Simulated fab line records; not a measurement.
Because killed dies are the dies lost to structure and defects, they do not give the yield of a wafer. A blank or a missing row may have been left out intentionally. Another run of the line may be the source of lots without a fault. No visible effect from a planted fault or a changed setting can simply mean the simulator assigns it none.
A lot that was struck, set against a sound lot	flow nand-harc	15 out of 1159 route steps
Sound: these wafers, L477.1, L477.5, L477.6. Struck: wafer L489.2; the same lot's L489.4 was not struck, so it is left out; see the end for the cause.
For every step that has rows: the tool of each side, followed by ch and its chambers, followed by its first start. Under that, the readings that differ: sound wafers	struck wafers	difference of the means	sigmas: that difference in standard deviations of wafers without a fault.
alike: readings with means less than 2 such deviations apart, plus words and numbers identical on both sides. not compared: withheld readings, readings lacking a value on some wafer, bounds such as >300 that could conceal the same value, and numbers that have no deviation in the record and whose values overlap.
The two part at a step that has a row with sigmas, a row that says differs or no value, or rows on one side only. When numbers do not overlap yet have no deviation, they are printed without sigmas and do not part them. A reading missing from all wafers of one side parts the sides only when that side holds two or more wafers.

first, 8 steps without rows for these wafers: NHARC_A_M0_HMDS_02 (time 30 s); NHARC_A_M0_COAT_33 (time 65 s); NHARC_A_M0_COAT_03 (resist thk 90 nm); NHARC_A_M0_SOFTBAKE_04 (time 55 s); NHARC_A_M0_EBR_05; NHARC_A_M0_EXPOSE_06 (exposes mask A M0, target cd 80 nm); NHARC_A_M0_PEB_07 (peb time 65 s); NHARC_A_M0_DEVELOP_08 (develop time 35 s).
NHARC_A_M0_CD_MEAS_09: the cd target is 80 nm.
  sound on cd-sem-02 ch 0, day 19 14:11; struck on cd-sem-02 ch 0, day 22 10:38
  alike: cd-nm
NHARC_A_M0_OVL_MEAS_10: pitch 160 nm.
  sound on overlay-02, day 19 14:17; struck on overlay-02, day 22 10:43
reading	sound	struck	difference	sigmas
overlay-x-nm (nm)	-1.0 -0.8 -1.4	1.6	+2.7	+3
  alike: overlay-y-nm
NHARC_A_M0_INSPECT_11:
  sound on defect-inspect-01, day 19 14:20; struck on defect-inspect-01, day 22 10:46
  alike: raw-defect-count
NHARC_A_M0_DESCUM_14: chemistry O2, time 3 s.
  sound on rie-diel-12 ch 0,1,2, day 19 14:25; struck on rie-diel-03 ch 1, day 22 10:49
reading	sound	struck	difference	sigmas
showerhead-plenum-p-Torr (Torr)	1.99 2.05 1.92	1.77	-0.22	-3
  alike: chamber-pressure-mTorr, drypump-motor-current-A, oes-product-au, rf-vpp-V, throttle-valve-pct
  not compared: rf-hours-counter-h
NHARC_A_M0_ETCH_34: etches the open film in N2/H2, target depth 40 nm, overetch 12 nm, time 43.94 s.
  sound on rie-diel-12 ch 0,2, day 19 14:29; struck on rie-diel-03 ch 0, day 22 10:55
reading	sound	struck	difference	sigmas
oes-product-au (a.u.)	0.976 0.982 0.983	0.835	-0.145	-15
  alike: chamber-pressure-mTorr, drypump-motor-current-A, h2-flow-sccm, rf-vpp-V, showerhead-plenum-p-Torr, throttle-valve-pct
  not compared: rf-hours-counter-h
NHARC_A_M0_ETCH_15: etches the open film in C4F8/Ar, target depth 150 nm, overetch 15 nm, time 82.5 s.
  sound on rie-diel-12 ch 0,2; struck on rie-diel-03 ch 2
  alike: chamber-pressure-mTorr, oes-product-au, rf-vpp-V
  not compared: rf-hours-counter-h
after that, 1 step had no rows for these wafers: NHARC_END_SORT_01.

== WHERE THEY PART ==
At NHARC_A_M0_OVL_MEAS_10 first; at NHARC_A_M0_ETCH_34 last (within this record only). Later steps at which nothing parts them and some readings are alike: NHARC_A_M0_ETCH_15.

WHY: what the simulator had put in
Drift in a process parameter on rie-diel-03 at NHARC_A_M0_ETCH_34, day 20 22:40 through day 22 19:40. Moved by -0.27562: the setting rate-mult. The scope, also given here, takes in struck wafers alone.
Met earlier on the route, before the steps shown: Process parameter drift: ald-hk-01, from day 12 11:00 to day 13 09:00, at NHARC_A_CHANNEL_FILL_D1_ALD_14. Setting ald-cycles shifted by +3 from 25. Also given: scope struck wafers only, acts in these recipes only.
